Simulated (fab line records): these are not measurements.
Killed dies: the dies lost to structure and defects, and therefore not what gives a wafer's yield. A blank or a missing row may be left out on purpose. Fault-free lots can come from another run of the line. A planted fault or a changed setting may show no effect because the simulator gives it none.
Chamber matching | flow nandHarc | rieDiel-10 running NHARC_A_M0_DESCUM_14: 4 sister chambers
The step chemistry O2, time 3 s. 14 wafers are shown with their chamber, then 7 later ones without.

== WAFERS PAIRED WITH THEIR CHAMBERS ==
wafer  | chamber | oesProductAu (a.u.) | rfVppV (V) | throttleValvePct (%)
L078.3 | 2       | 1.011               | 57.8       | 11.318
L078.5 | 0       | 0.996               | 57.1       | 11.292
L078.6 | 1       | 1.005               | 57.8       | 11.311
L081.4 | 0       | 1.002               | 57.4       | 11.310
L081.5 | 2       | 1.013               | 57.5       | 11.299
L081.6 | 3       | 1.001               | 58.3       | 11.301
L082.3 | 3       | 0.997               | 58.3       | 11.323
L082.4 | 1       | 1.000               | 58.6       | 11.327
L082.6 | 3       | 0.992               | 57.7       | 11.293
L086.1 | 1       | 0.996               | 57.3       | 11.308
L086.3 | 3       | 0.998               | 56.0       | 11.301
L086.5 | 3       | 0.988               | 58.1       | 11.318
L087.2 | 3       | 1.001               | 57.7       | 11.313
L087.3 | 0       | 0.996               | 57.2       | 11.310

SIGNATURES, as means of the wafers listed above
reading          | chamber 0 | chamber 1 | chamber 2 | chamber 3 | scatter within a chamber
oesProductAu     | 0.99800   | 1.00033   | 1.01200   | 0.99617   | 0.00449
rfVppV           | 57.233    | 57.900    | 57.650    | 57.683    | 0.687
throttleValvePct | 11.30400  | 11.31533  | 11.30850  | 11.30817  | 0.0113
Rule: distance of a wafer from a chamber = root of the sum over the readings of ((wafer's reading minus chamber's mean) / reading's scatter) squared. If the next closest chamber is less than 2 further off than the closest, the wafer can't be placed; otherwise it belongs to the closest. The scatter is the square root of a quotient: the sum, over the shown wafers, of each reading's squared deviation from its chamber's mean, divided by wafers minus chambers.

== WAFERS WITH NO CHAMBER GIVEN ==
wafer  | oesProductAu (a.u.) | rfVppV (V) | throttleValvePct (%)
L087.5 | 0.993               | 58.7       | 11.313
L088.1 | 0.996               | 56.5       | 11.325
L088.3 | 0.996               | 56.6       | 11.304
L088.6 | 0.995               | 57.5       | 11.313
L092.1 | 1.008               | 58.1       | 11.303
L092.2 | 0.994               | 57.5       | 11.309
L092.6 | 0.996               | 57.9       | 11.309

== THE CHAMBER EACH PASSED THROUGH ==
wafer  | from the rows above               | in truth
L087.5 | can't be placed: 3 or 1 or 0      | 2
L088.1 | can't be placed: 0 or 3 or 1      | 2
L088.3 | can't be placed: 0 or 3 or 1      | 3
L088.6 | can't be placed: 3 or 0 or 1      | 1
L092.1 | can't be placed: 2 or 1 or 0 or 3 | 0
L092.2 | can't be placed: 3 or 0 or 1      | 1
L092.6 | can't be placed: 3 or 1 or 0      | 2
0 of 7 placed correctly. These rows do not allow placing 7 (true chamber among the candidates in 4). 0 placed wrongly.
